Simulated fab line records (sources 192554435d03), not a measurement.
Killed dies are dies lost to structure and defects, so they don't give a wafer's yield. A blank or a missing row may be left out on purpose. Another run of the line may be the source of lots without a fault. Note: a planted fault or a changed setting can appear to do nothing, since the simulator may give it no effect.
One fault seen from 2 desks + flow n5-finfet + what lay behind the numbers comes last; until then each desk has only its own

AT THE METROLOGY DESK
Lot by lot, what the gauges showed, no matter which tool ran the lot: averages of those sampled wafers that carry a number. A lot is out of limits, marked OUT, if its mean lies more than 4 standard deviations from the usual mean; the brackets give that distance.
Columns: A = cd-nm at N5_PASSIVATION_CD_MEAS_30, usual 4000.1 nm; B = cd-nm at N5_PASSIVATION_CD_MEAS_44, usual 39998 nm
| lot  | first seen here | A      | B     |
|------|-----------------|--------|-------|
| L225 | day 12 06:47    | 4001.5 | 39998 |
| L226 | day 12 11:07    | 4002.7 | 39999 |
| L227 | day 13 14:27    | 3998.8 | 40001 |
| L229 | day 13 14:54    | 3999.2 | 40003 |
| L230 | day 14 07:20    | 3999.7 | 39998 |
| L234 | day 15 13:17    | 4000.1 | 39996 |
| L237 | day 15 13:39    | 3999.9 | 39997 |
| L233 | day 15 15:03    | 4000.2 | 39995 |
| L236 | day 15 18:34    | 4001.3 | 39998 |
| L232 | day 15 19:04    | 3998.2 | 39995 |
| L247 | day 18 19:12    | 3999.6 | 39999 |
This desk's finding: nothing out of limits on any of the 11 lots.

FOR THE TOOL OWNER'S DESK: pvd-sputter-03
The tool's own readings at N5_BEOL_M12_SPUTTER_43 (material TaN, target thk 15 nm, time 24.19 s): means of the sampled wafers that have a number, for each lot that ran on this tool. A lot is out of limits, marked OUT, if its mean lies more than 4 standard deviations from the usual mean; the brackets give that distance.
Columns: A = throttle-valve-pct at N5_BEOL_M12_SPUTTER_43, usual 29.9 %
| lot  | first seen here | A    |
|------|-----------------|------|
| L225 | day 11 01:43    | 30.2 |
| L229 | day 12 11:10    | 30.8 |
| L230 | day 12 22:48    | 28.9 |
| L237 | day 14 07:31    | 29.7 |
| L236 | day 14 17:23    | 30.2 |
| L247 | day 17 16:11    | 28.2 |
This desk's finding: nothing out of limits on any of the 6 lots.

TAKEN TOGETHER
Nothing out of limits was seen by the metrology desk.
Nothing out of limits was seen by the tool owner's desk.

WHAT WAS PUT IN BY THE SIMULATOR
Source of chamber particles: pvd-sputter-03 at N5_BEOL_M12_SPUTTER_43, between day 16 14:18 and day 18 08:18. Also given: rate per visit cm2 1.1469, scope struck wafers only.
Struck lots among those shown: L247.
